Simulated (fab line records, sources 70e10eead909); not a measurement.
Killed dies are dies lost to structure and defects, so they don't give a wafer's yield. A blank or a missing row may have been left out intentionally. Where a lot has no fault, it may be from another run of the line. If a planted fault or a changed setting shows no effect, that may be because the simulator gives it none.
Chamber matching ; flow nand-harc ; ald-hk-04 running NHARC_A_WL_FILL_ALD_10: 4 sister chambers
The step deposits SiO2, target thk 50 nm, pulse time 10 s, ald cycles 500. 4 wafers are shown with their chamber, then 8 later ones without.

## EACH WAFER AND ITS CHAMBER
wafer;chamber;heater-power-w (W)
L081.2;2;488
L085.4;0;494
L085.6;3;401
L088.1;1;431

## WAFERS WITHOUT THEIR CHAMBER
wafer;heater-power-w (W)
L088.2;486
L088.4;497
L096.1;484
L096.4;456
L096.5;490
L097.2;415
L097.3;474
L097.6;490

## THE CHAMBER EACH PASSED THROUGH
wafer;from the rows above;in truth
L088.2;can't be placed: 2 or 0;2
L088.4;can't be placed: 0 or 2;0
L096.1;can't be placed: 2 or 0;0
L096.4;can't be placed: 1 or 2 or 0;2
L096.5;can't be placed: 2 or 0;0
L097.2;can't be placed: 3 or 1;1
L097.3;can't be placed: 2 or 0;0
L097.6;can't be placed: 2 or 0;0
Correctly placed: 0 of 8. Can't be placed from these rows: 8 (the true chamber is among the candidates in 8). Placed wrongly: 0.
How it was worked out, from the rows above alone: a wafer's distance from a chamber is the root of the sum, over the readings, of the square of ((its reading less the chamber's mean) divided by the reading's scatter). The wafer belongs to the nearest chamber; if the next one is less than 2 further off, it can't be placed. A chamber's mean is the mean of its shown wafers. The scatter: with one shown wafer a chamber, the root of the mean of the squares of how far each hidden wafer lies from its nearest shown one.
